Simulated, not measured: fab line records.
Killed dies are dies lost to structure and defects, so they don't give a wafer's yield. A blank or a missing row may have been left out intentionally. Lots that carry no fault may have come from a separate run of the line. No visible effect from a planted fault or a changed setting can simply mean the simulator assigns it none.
fab line records	flow nandHarc
record: lots: 6	wafers: 18	lastDay: 24
route steps=1159 shown THIN_TSV@1139 END@1158
lots that met no fault: taken from a fault-free run of the same line
startH: hours from the record's first day to the start of the lot's first wafer shown	waitH: hours from the lot's prior step to this one	" the same as in the row above	L1.1+2: a single row standing in for several wafers	- no value present, or no start provided	* or withheld: withheld	< > ~ a bound
route shown NAME@n: NAME is a module with steps in the file, n the number in the route of the first one	usual: mean/standard deviation of fault-free wafers	same: alike in all rows	chamber/n: place in a boat	sites: per-site readings	_std_site: standard deviation across them	_edge_site: the outer-site mean with the inner-site mean subtracted	radiusMm: for every site, how far away it sits from the centre of the wafer	mask NAME#n: copy n	behind: the last tool/chamber to shape the wafer	hold: reason for holding the lot/hours on hold/outcome of the hold	device: the transistor (n, p or np) that didn't switch	end of line: the same wafers' tests at the end of the route	a step with no rows: only its recipe	killed: the dies lost at the first sort to structure and to defects; this is not the yield of the wafer	map: a wafer's dies, marking killed ones x, the rest . and places with no die _
set.NAME: the run value of the setting; set.NAME@STEP: its run value at that earlier step	model.NAME: the simulator's own value behind a step, which no gauge read
a table for each step, a row for each wafer; lots at some steps of the route
services: the hour from which a tool's chamber was out of use, counted from the record's first day as startH (under 0 if before that day), plus the number of hours and why
== steps ==
step: NHARC_THIN_TSV_PVD_24
recipe: targetThkA: 8000	powerW: withheld	chamberPressurePa: withheld	substrateTempC: withheld	timeS: withheld	gas: Ar	material: Al
step: NHARC_THIN_TSV_DEHYDRATE_25
recipe: tempC: 150	timeS: 120
step: NHARC_THIN_TSV_HMDS_26
recipe: timeS: 30
step: NHARC_THIN_TSV_COAT_27
recipe: spinRpm: *
step: NHARC_THIN_TSV_SOFTBAKE_28
recipe: tempC: 122	timeS: 95
step: NHARC_THIN_TSV_EBR_29
step: NHARC_THIN_TSV_EXPOSE_30
recipe: na: 0.55	doseMj: 11.47	maskId: PAD
step: NHARC_THIN_TSV_PEB_31
recipe: pebTempC: 118	pebTimeS: 85
step: NHARC_THIN_TSV_DEVELOP_32
recipe: timeS: 70
step: NHARC_THIN_TSV_CD_MEAS_33
recipe: targetCdNm: 5000	landingEnergyEv: 500
usual: cdNm: 5000.3/2.3
lot.wafer	tool	chamber	startH	waitH	cdNm
L119.1	cdSem-01	0	453.57	-	4997.2
L119.2	"	0	"	"	4998.8
L119.3	"	0	"	"	4999.6
L127.2	cdSem-01	0	507.52	-	5003.5
L127.3	"	0	"	"	5003.6
L127.6	"	0	"	"	5002.7
L130.1	cdSem-01	0	510.83	-	5001.9
L130.2	"	0	"	"	5001.4
L130.4	"	0	"	"	5003.6
L129.3	cdSem-02	0	523.42	-	5001.2
L129.4	"	0	"	"	5002.6
L129.6	"	0	"	"	5000.9
L134.2	cdSem-03	0	554.10	-	5001.2
L134.5	"	0	"	"	5001.3
L134.6	"	0	"	"	4999.8
L135.1	cdSem-01	0	575.16	-	5001.2
L135.3	"	0	"	"	5003.0
L135.6	"	0	"	"	5003.9
step: NHARC_THIN_TSV_HARDBAKE_34
recipe: tempC: 125	timeS: 80
step: NHARC_THIN_TSV_DESCUM_35
recipe: timeS: 3	o2FlowSccm: 200	arFlowSccm: 0	biasPowerW: 0	chemistry: O2
usual: drypumpMotorCurrentA: 5.5/0.48	oesProductAu: 1.000/0.011	rfVppV: 57.7/0.82	showerheadPlenumPTorr: 1.89/0.1	throttleValvePct: 11.310/0.009
same: timeS: 3
lot.wafer	tool	chamber	startH	waitH	drypumpMotorCurrentA	oesProductAu	rfHoursCounterH	rfVppV	showerheadPlenumPTorr	throttleValvePct
L119.3	rieDiel-06	3	453.73	-	5.5	0.999	2	56.9	1.88	11.298
L119.1	"	0	"	"	4.8	1.017	2	56.6	1.78	11.323
L119.2	"	1	"	"	5.7	0.996	2	56.5	1.83	11.301
L127.3	rieDiel-12	1	507.68	-	4.9	1.004	13	58.1	1.77	11.309
L127.2	"	2	"	"	5.4	1.004	13	58.2	2.04	11.307
L127.6	"	1	"	"	4.9	1.014	-	57.0	1.77	11.305
L130.2	rieDiel-12	0	511.02	-	5.4	0.984	11	57.7	1.79	11.297
L130.4	"	2	"	"	5.4	0.992	13	58.0	2.04	11.309
L130.1	"	3	"	"	5.7	0.993	11	56.5	1.92	11.316
L129.3	rieDiel-06	3	523.58	-	5.5	1.011	7	57.8	1.87	11.305
L129.4	"	1	"	"	5.7	0.999	7	57.3	1.83	11.310
L129.6	"	0	"	"	4.7	1.018	-	57.2	1.78	11.305
L134.2	rieDiel-12	0	554.29	-	5.4	0.972	14	58.3	1.79	11.324
L134.6	"	1	"	"	4.9	1.012	-	57.1	1.76	11.300
L134.5	"	2	"	"	5.4	0.995	-	61.2	2.04	11.314
L135.1	rieDiel-12	3	575.32	-	5.7	0.991	1	57.4	1.91	11.322
L135.3	"	2	"	"	5.4	0.993	1	58.5	2.04	11.310
L135.6	"	0	"	"	5.4	0.996	-	56.4	1.79	11.315
step: NHARC_THIN_TSV_ETCH_59
recipe: targetDepthA: 8800	icpW: 900	biasW: 100	Cl2_flow_sccm: 60	bcl3FlowSccm: 30	timeS: 138.1	chemistry: Cl2/BCl3
usual: drypumpMotorCurrentA: 5.8/0.39	oesProductAu: 1.000/0.0082	throttleValvePct: 22.264/0.0089
same: timeS: 138.1
lot.wafer	tool	chamber	startH	waitH	drypumpMotorCurrentA	oesProductAu	rfHoursCounterH	throttleValvePct
L119.1	rieMetal-01	1	453.86	0.1	6.3	0.993	3.4	22.260
L119.2	"	0	"	"	5.7	0.988	3.4	22.274
L119.3	"	1	"	"	6.3	0.989	-	22.254
L127.2	rieMetal-01	0	507.81	0.1	5.7	0.991	5.2	22.270
L127.3	"	1	"	"	6.3	0.991	-	22.272
L127.6	"	1	"	"	6.3	0.992	-	22.262
L130.2	rieMetal-03	0	511.15	0.1	5.6	1.006	1.3	22.270
L130.1	"	1	"	"	5.7	1.006	1.3	22.258
L130.4	"	1	"	"	5.7	1.008	-	22.263
L129.3	rieMetal-01	1	523.78	0.2	6.3	1.003	-	22.251
L129.4	"	0	"	"	5.7	0.995	-	22.265
L129.6	"	1	"	"	6.3	0.998	-	22.254
L134.2	rieMetal-03	0	554.38	0.1	5.7	0.992	2.2	22.273
L134.6	"	0	"	"	5.6	0.999	-	22.271
L134.5	"	1	"	"	5.7	0.996	-	22.274
L135.1	rieMetal-03	1	575.48	0.2	5.7	1.006	3.0	22.270
L135.3	"	1	"	"	5.7	1.008	-	22.270
L135.6	"	0	"	"	5.7	1.012	-	22.261
step: NHARC_THIN_TSV_ETCH_36
recipe: targetDepthA: 650	overEtchFrac: 0.3	timeS: 18.571	ionEnergyEv: 150	chemistry: Cl2/BCl3
usual: drypumpMotorCurrentA: 5.8/0.39	oesProductAu: 0.999/0.0086
same: timeS: 18.571
lot.wafer	tool	chamber	startH	waitH	drypumpMotorCurrentA	oesProductAu	rfHoursCounterH
L119.2	rieMetal-01	0	454.19	0.2	5.7	1.001	3.6
L119.1	"	1	"	"	6.3	0.996	3.6
L119.3	"	1	"	"	6.3	1.002	-
L127.2	rieMetal-01	1	508.07	0.2	6.3	0.992	5.3
L127.3	"	0	"	"	5.7	0.987	-
L127.6	"	0	"	"	5.7	0.985	-
L130.1	rieMetal-03	1	511.41	0.2	5.7	1.004	1.4
L130.2	"	0	"	"	5.6	1.016	1.4
L130.4	"	1	"	"	5.7	1.011	-
L129.3	rieMetal-01	0	523.98	0.2	5.6	0.993	-
L129.4	"	1	"	"	6.3	0.994	-
L129.6	"	1	"	"	6.3	1.000	-
L134.2	rieMetal-03	0	554.64	0.2	5.6	1.006	2.4
L134.5	"	0	"	"	5.7	1.008	-
L134.6	"	1	"	"	5.7	1.009	-
L135.1	rieMetal-03	0	575.71	0.2	5.6	0.999	3.1
L135.3	"	0	"	"	5.6	1.005	-
L135.6	"	1	"	"	5.7	1.001	-
step: NHARC_THIN_TSV_STRIP_56
recipe: powerW: 1500	tempC: 250	chemistry: O2
usual: drypumpMotorCurrentA: 6.0/0.5	heaterPowerW: 342/36
lot.wafer	tool	chamber	startH	waitH	drypumpMotorCurrentA	heaterPowerW	rfHoursCounterH
L119.1	plasmaAsher-02	0	454.73	0.5	5.2	286	28
L119.2	"	1	"	"	6.0	370	28
L119.3	"	1	"	"	5.9	379	-
L127.2	plasmaAsher-02	1	508.21	0.1	6.0	371	51
L127.3	"	1	"	"	5.9	356	-
L127.6	"	0	"	"	5.2	277	-
L130.2	plasmaAsher-01	0	511.51	0.1	6.5	372	19
L130.1	"	1	"	"	6.3	343	19
L130.4	"	1	"	"	6.3	353	-
L129.3	plasmaAsher-01	0	524.16	0.2	6.5	373	-
L129.4	"	1	"	"	6.3	349	-
L129.6	"	0	"	"	6.5	365	-
L134.2	plasmaAsher-02	0	554.78	0.1	5.2	272	1
L134.6	"	1	"	"	6.0	351	-
L134.5	"	0	"	"	5.1	271	-
L135.1	plasmaAsher-02	1	575.85	0.1	6.0	355	8
L135.3	"	0	"	"	5.2	273	-
L135.6	"	1	"	"	6.0	354	-
step: NHARC_THIN_TSV_STRIP_57
recipe: timeS: 1200	tempC: 72.5	chemistry: postEtchResidueRemover
step: NHARC_THIN_TSV_CD_MEAS_37
usual: cdNm: 5000/3.1
lot.wafer	tool	chamber	startH	waitH	cdNm
L119.1	cdSem-02	-	455.53	-	4999
L119.2	"	-	"	"	4998
L119.3	"	-	"	"	5000
L127.2	cdSem-03	-	508.96	-	5005
L127.3	"	-	"	"	5002
L127.6	"	-	"	"	4997
L130.1	cdSem-01	-	512.30	-	5001
L130.2	"	-	"	"	5002
L130.4	"	-	"	"	5001
L129.3	cdSem-03	-	524.86	-	5001
L129.4	"	-	"	"	5006
L129.6	"	-	"	"	5003
L134.2	cdSem-02	-	555.53	-	5002
L134.5	"	-	"	"	5005
L134.6	"	-	"	"	5002
L135.1	cdSem-03	-	576.61	-	5004
L135.3	"	-	"	"	5007
L135.6	"	-	"	"	5006
step: NHARC_THIN_TSV_ANNEAL_58
recipe: tempC: 400	timeS: 1800
step: NHARC_THIN_TSV_INSPECT_40
usual: rawDefectCount: 487/83
lot.wafer	tool	chamber	startH	waitH	rawDefectCount
L119.1	defectInspect-01	-	457.76	0.4	391
L119.2	"	-	"	"	464
L119.3	"	-	"	"	542
L127.2	defectInspect-01	-	511.33	0.4	421
L127.3	"	-	"	"	842
L127.6	"	-	"	"	834
L130.1	defectInspect-02	-	516.53	0.4	562
L130.2	"	-	"	"	509
L130.4	"	-	"	"	502
L129.3	defectInspect-01	-	530.09	0.4	878
L129.4	"	-	"	"	378
L129.6	"	-	"	"	807
L134.2	defectInspect-02	-	559.96	0.4	399
L134.5	"	-	"	"	429
L134.6	"	-	"	"	458
L135.1	defectInspect-02	-	579.52	0.4	563
L135.3	"	-	"	"	459
L135.6	"	-	"	"	523
step: NHARC_END_WLT_00
usual: VT_DECK1_BOTTOM: 0.869/0.007	VT_DECK1_BOTTOM_INNER: 0.869/0.0073	VT_DECK1_MEDIAN_NEAR_BOTTOM: 0.870/0.0067	VT_DECK1_MEDIAN_NEAR_BOTTOM_INNER: 0.870/0.0063	VT_DECK1_MIDDLE: 0.882/0.0062	VT_DECK1_MIDDLE_INNER: 0.883/0.0065	VT_DECK1_TOP: 0.894/0.0064	VT_DECK1_TOP_INNER: 0.894/0.0066
lot.wafer	tool	chamber	startH	waitH	VT_DECK1_BOTTOM	VT_DECK1_BOTTOM_INNER	VT_DECK1_MEDIAN_NEAR_BOTTOM	VT_DECK1_MEDIAN_NEAR_BOTTOM_INNER	VT_DECK1_MIDDLE	VT_DECK1_MIDDLE_INNER	VT_DECK1_TOP	VT_DECK1_TOP_INNER
L119.1	prober-02	-	457.82	0.1	0.867	0.863	0.862	0.869	0.878	0.889	0.888	0.885
L119.2	"	-	"	"	0.864	0.867	0.867	0.867	0.879	0.880	0.893	0.889
L119.3	"	-	"	"	0.872	0.865	0.867	0.867	0.867	0.880	0.894	0.886
L127.2	prober-02	-	511.89	0.6	0.869	0.876	0.877	0.874	0.880	0.885	0.900	0.903
L127.3	"	-	"	"	0.869	0.876	0.873	0.874	0.892	0.895	0.902	0.895
L127.6	"	-	513.91	2.6	0.875	0.877	0.877	0.873	0.885	0.885	0.903	0.908
L130.1	prober-01	-	520.69	4.2	0.880	0.866	0.876	0.869	0.879	0.878	0.900	0.897
L130.2	"	-	"	"	0.873	0.872	0.877	0.881	0.879	0.893	0.888	0.897
L130.4	"	-	"	"	0.866	0.864	0.867	0.866	0.877	0.885	0.891	0.895
L129.3	prober-02	-	531.15	1.1	0.865	0.885	0.880	0.875	0.878	0.888	0.897	0.890
L129.4	"	-	"	"	0.865	0.872	0.873	0.868	0.887	0.870	0.890	0.902
L129.6	"	-	532.65	2.6	0.863	0.872	0.875	0.873	0.885	0.883	0.892	0.883
L134.2	prober-02	-	560.53	0.6	0.873	0.875	0.872	0.867	0.887	0.877	0.901	0.894
L134.5	"	-	562.05	2.1	0.870	0.867	0.878	0.872	0.887	0.889	0.891	0.896
L134.6	"	-	"	"	0.870	0.872	0.872	0.879	0.884	0.888	0.903	0.894
L135.1	prober-02	-	579.58	0.1	0.866	0.861	0.872	0.867	0.879	0.885	0.893	0.893
L135.3	"	-	580.59	1.1	0.869	0.869	0.872	0.871	0.882	0.882	0.886	0.889
L135.6	"	-	582.09	2.6	0.873	0.861	0.865	0.869	0.885	0.873	0.901	0.889
step: NHARC_END_SORT_01
recipe: tempC: 25
usual: defectLimitedYield: 95.7/1.6	killedAtArray: 25/9.7	killedAtOther: 0.7/0.87	killedAtPeriphery: 3.3/2.3	killedDies: 29/11	killedOpen: 3.6/2.1	killedShort: 2.3/1.7	sort_bin_2_pct: 1.4/0.62	sort_bin_3_pct: 0.25/0.21	sort_bin_4_pct: 2.7/1	sortNPass: 648/11	sortRimYieldPct: 94/3.2	sortYieldPct: 95.7/1.6
same: grossDies: 677	sort_bin_5_pct[%]: 0	sort_bin_6_pct[%]: 0	sort_bin_7_pct[%]: 0	sort_bin_8_pct[%]: 0	sortRimNGross: 106.00
lot.wafer	tool	chamber	startH	waitH	defectLimitedYield[%]	killedAtArray	killedAtOther	killedAtPeriphery	killedDies	killedOpen	killedShort	sort_bin_2_pct[%]	sort_bin_3_pct[%]	sort_bin_4_pct[%]	sortNPass	sortRimYieldPct[%]	sortYieldPct[%]
L119.1	prober-02	0	460.84	2.5	98.4	7	1	3	11	2	2	0.6	0.30	0.7	666	97	98.4
L119.2	prober-02	0	461.65	2.8	98.5	9	0	1	10	2	1	0.3	0	1.2	667	97	98.5
L119.3	prober-02	0	462.46	3.1	98.1	12	0	1	13	4	3	0.4	0	1.5	664	97	98.1
L127.2	prober-02	0	515.22	2.8	95.3	29	1	2	32	2	3	1.8	0.30	2.7	645	93	95.3
L127.3	prober-02	0	516.03	3.1	84.5	25	79	1	105	1	2	5.5	3.55	6.5	572	95	84.5
L127.6	prober-02	0	518.46	4.1	84.5	27	77	1	105	4	1	7.1	1.92	6.5	572	94	84.5
L129.3	prober-02	0	534.76	3.1	82.6	31	85	2	118	5	8	8.3	3.10	6.1	559	94	82.6
L129.4	prober-02	0	535.56	3.4	95.7	28	0	1	29	2	1	1.5	0	2.8	648	94	95.7
L129.6	prober-02	0	537.16	4.0	84.8	25	77	1	103	2	1	6.4	3.10	5.8	574	96	84.8
L134.2	prober-02	0	563.87	2.8	93.2	41	1	4	46	2	1	1.9	0.30	4.6	631	91	93.2
L134.5	prober-02	0	566.29	3.7	93.4	36	3	6	45	4	1	1.8	0.44	4.4	632	91	93.4
L134.6	prober-02	0	567.09	4.0	93.2	41	0	5	46	6	4	2.8	0.59	3.4	631	89	93.2
L135.1	prober-02	0	582.60	2.5	92.8	44	2	3	49	7	2	2.7	0.15	4.4	628	92	92.8
L135.3	prober-02	0	584.18	3.1	92.6	44	2	4	50	7	7	1.5	0.15	5.8	627	89	92.6
L135.6	prober-02	0	586.56	4.0	93.6	40	1	2	43	2	2	2.1	0.59	3.7	634	92	93.6
killed by level:class
L119.1 A_CHANNEL_HOLE_D1:chamberFilmFlake=2 P_M0:geometricParticle:open=1 A_CONTACT:geometricParticle:short=1 A_M1:geometricParticle:open=1 P_ZERO_WELL:chamberFilmFlake=1 P_GATE:chamberFilmFlake=1 STARTING-WAFER:geometricParticle:short=1 A_ZERO_WELL:chamberFilmFlake=1
L119.2 A_STAIRCASE:chamberFilmFlake=2 A_WL_FILL:geometricParticle:open=1 A_BLC:geometricParticle:open=1 A_M0:geometricParticle:short=1 P_ZERO_WELL:chamberFilmFlake=1 A_ZERO_WELL:chamberFilmFlake=1 A_CHANNEL_HOLE_D1:chamberFilmFlake=1 A_CONTACT:chamberFilmFlake=1
L119.3 A_CHANNEL_FILL_D1:geometricParticle:open=2 A_WL_FILL:geometricParticle:short=2 A_BLC:geometricParticle:open=2 A_CHANNEL_HOLE_D1:chamberFilmFlake=2 A_CONTACT:chamberFilmFlake=2 A_CHANNEL_FILL_D1:geometricParticle:short=1 P_BONDPAD:chamberFilmFlake=1 A_M1:chamberFilmFlake=1
L127.2 A_SLIT:chamberFilmFlake=15 A_STAIRCASE:chamberFilmFlake=4 A_WL_FILL:geometricParticle:short=2 A_CHANNEL_HOLE_D1:chamberFilmFlake=2 A_CONTACT:chamberFilmFlake=2 P_GATE:geometricParticle:open=1 A_ONON_D1:geometricParticle:open=1 A_ONON_D1:geometricParticle:short=1
L127.3 THIN_TSV:unspecified=78 A_SLIT:chamberFilmFlake=10 A_CHANNEL_HOLE_D1:chamberFilmFlake=6 A_STAIRCASE:chamberFilmFlake=4 A_WL_FILL:geometricParticle:short=2 A_CONTACT:geometricParticle:open=1 P_ZERO_WELL:chamberFilmFlake=1 A_WL_FILL:chamberFilmFlake=1
L127.6 THIN_TSV:unspecified=76 A_SLIT:chamberFilmFlake=13 A_STAIRCASE:chamberFilmFlake=4 A_ONON_D1:geometricParticle:open=3 A_CHANNEL_HOLE_D1:chamberFilmFlake=3 A_CONTACT:chamberFilmFlake=2 P_M2:geometricParticle:short=1 A_WL_FILL:geometricParticle:open=1
L129.3 THIN_TSV:unspecified=85 A_SLIT:chamberFilmFlake=11 A_ONON_D1:geometricParticle:short=4 A_CONTACT:chamberFilmFlake=4 A_CHANNEL_HOLE_D1:chamberFilmFlake=3 A_ONON_D1:geometricParticle:open=2 A_CONTACT:geometricParticle:open=2 A_SOURCE_PLATE:geometricParticle:short=1
L129.4 A_SLIT:chamberFilmFlake=12 A_CHANNEL_HOLE_D1:chamberFilmFlake=8 A_CONTACT:chamberFilmFlake=4 P_M1:geometricParticle:open=1 A_SOURCE_PLATE:geometricParticle:short=1 A_ONON_D1:geometricParticle:open=1 A_STAIRCASE:chamberFilmFlake=1 A_WL_FILL:chamberFilmFlake=1
L129.6 THIN_TSV:unspecified=77 A_SLIT:chamberFilmFlake=9 A_CHANNEL_HOLE_D1:chamberFilmFlake=7 A_CONTACT:chamberFilmFlake=5 P_CONTACT:geometricParticle:open=1 A_ONON_D1:geometricParticle:open=1 A_WL_FILL:geometricParticle:short=1 A_STAIRCASE:chamberFilmFlake=1
L134.2 A_SLIT:chamberFilmFlake=20 A_CHANNEL_HOLE_D1:chamberFilmFlake=14 P_M1:chamberFilmFlake=3 A_STAIRCASE:chamberFilmFlake=2 A_CONTACT:chamberFilmFlake=2 A_WL_FILL:geometricParticle:open=1 A_CONTACT:geometricParticle:short=1 A_M1:geometricParticle:open=1
L134.5 A_CHANNEL_HOLE_D1:chamberFilmFlake=13 A_SLIT:chamberFilmFlake=13 P_M1:chamberFilmFlake=5 A_CONTACT:chamberFilmFlake=5 A_STAIRCASE:chamberFilmFlake=2 THIN_TSV:chamberFilmFlake=2 P_CONTACT:geometricParticle:short=1 A_CHANNEL_FILL_D1:geometricParticle:open=1
L134.6 A_SLIT:chamberFilmFlake=14 A_CHANNEL_HOLE_D1:chamberFilmFlake=13 A_CONTACT:chamberFilmFlake=5 P_M1:chamberFilmFlake=4 A_ONON_D1:geometricParticle:short=3 A_CONTACT:geometricParticle:open=3 P_CONTACT:geometricParticle:open=1 A_CHANNEL_HOLE_D1:geometricParticle:short=1
L135.1 A_SLIT:chamberFilmFlake=15 A_CHANNEL_HOLE_D1:chamberFilmFlake=8 A_CONTACT:chamberFilmFlake=5 A_BLC:chamberFilmFlake=4 P_CONTACT:geometricParticle:open=2 A_M0:geometricParticle:open=2 A_STAIRCASE:chamberFilmFlake=2 A_WL_FILL:chamberFilmFlake=2
L135.3 A_SLIT:chamberFilmFlake=16 A_CHANNEL_HOLE_D1:chamberFilmFlake=5 A_BLC:chamberFilmFlake=5 A_CONTACT:chamberFilmFlake=4 A_CHANNEL_FILL_D1:geometricParticle:short=2 A_CONTACT:geometricParticle:open=2 P_STI:geometricParticle:open=1 P_GATE:geometricParticle:open=1
L135.6 A_SLIT:chamberFilmFlake=19 A_CHANNEL_HOLE_D1:chamberFilmFlake=8 A_CONTACT:chamberFilmFlake=3 A_ZERO_WELL:chamberFilmFlake=2 A_STAIRCASE:chamberFilmFlake=2 A_BLC:chamberFilmFlake=2 P_M2:geometricParticle:open=1 A_CHANNEL_HOLE_D1:geometricParticle:open=1
map L127.3 (x killed, . not)
____________.____________
_________......._________
_______..........._______
______.............______
_____..............._____
____...............x.____
____..........x......____
___.............x.....___
___...................___
__.....................__
__..........x..........__
_..........x............_
_.x....x.xx.x..........._
_....x....xxxxx........._
_........xxxxxx........._
_......xxxxxxxx........._
.......xxxxxxxx.x........
......xxxxxxxxxx.........
........xxxxxx...........
.......xxxxxxx..x........
.......xxxxxxx...........
_.x......xxxxx........x._
_..........xxx.x........_
_........xx.xx.........._
_.......xxx............._
_......................._
__.....................__
__.....................__
___...................___
___........x.x........___
____..........x......____
____.......x.........____
_____.......xxx.x..._____
______......x.xxx..______
_______.......xx.._______
_________....xxx_________
____________.____________
map L129.3 (x killed, . not)
____________.____________
_________......._________
_______..x.x......_______
______x.xx.........______
_____..xx.xx........_____
____....xxx..........____
____...x.x...........____
___...x..x............___
___...................___
__....x................__
__.......x........x....__
_.......xxx.......x....._
_........xxxx.x..x......_
_........xxxxx...x......_
_......x.xxxxxx.....x..._
_.......xxxxxxx........._
.......xxxxxxxx..........
......xxxxxxxxxx.........
......xxxxxxxxxx.........
......xxxxxxxxxx.........
.........xxxxxx..........
_x......xxxxxxx........._
_........x.xxx.........._
_.....x..xxxx..........._
_.............x........._
_......................._
__......x..............__
__x....................__
___...................___
___...................___
____.................____
____.................____
_____....x.........._____
______...........x.______
_______....x...x.._______
_________......._________
____________.____________
== services ==
tool	chamber	startH	hours	kind
plasmaAsher-02	-	449.56	4.0	repair
rieMetal-03	-	453.00	9.0	pm
rieMetal-03	0	453.00	9.0	ventCycle
rieMetal-03	1	453.00	9.0	ventCycle
plasmaAsher-01	-	453.26	9.0	pm
rieDiel-06	2	454.50	7.5	repair
rieMetal-01	0	455.90	2.6	repair
rieDiel-12	0	458.16	4.6	repair
rieMetal-03	0	462.00	-	clean
rieMetal-03	1	462.00	-	clean
rieMetal-03	-	462.02	0.7	repair
rieDiel-12	3	464.19	2.7	repair
rieDiel-06	-	504.55	0.7	repair
rieMetal-01	-	509.00	9.0	pm
rieMetal-01	0	509.00	9.0	ventCycle
rieMetal-01	1	509.00	9.0	ventCycle
plasmaAsher-01	-	510.48	0.6	repair
rieDiel-12	0	516.55	15.7	repair
rieMetal-01	0	518.00	-	clean
rieMetal-01	1	518.00	-	clean
rieMetal-03	-	524.48	0.5	repair
rieMetal-03	-	533.26	0.2	repair
plasmaAsher-02	-	537.61	9.0	pm
rieDiel-12	-	556.40	9.0	pm
== key ==
firstSign: step: NHARC_THIN_TSV_INSPECT_40	reading: rawDefectCount	direction: up	sigmas: 4.3	usual: 487	struck: 840
effect: step: NHARC_END_SORT_01	reading: killedAtOther	direction: up	sigmas: 79	usual: 0.7	struck: 79.5
moreKillsBornAt: NHARC_THIN_TSV_ETCH_59@rieMetal-01: 311
metAt NHARC_THIN_TSV_ETCH_59
struckWafers L127.3,L127.6,L129.3,L129.6
onsetBetween 453.86 507.81
fault: kind: chamberParticleSource	tool: rieMetal-01	chamber: 1	onsetH: 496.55	steps: NHARC_THIN_TSV_ETCH_59	ratePerVisitCm2: 0.58228	endH: 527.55
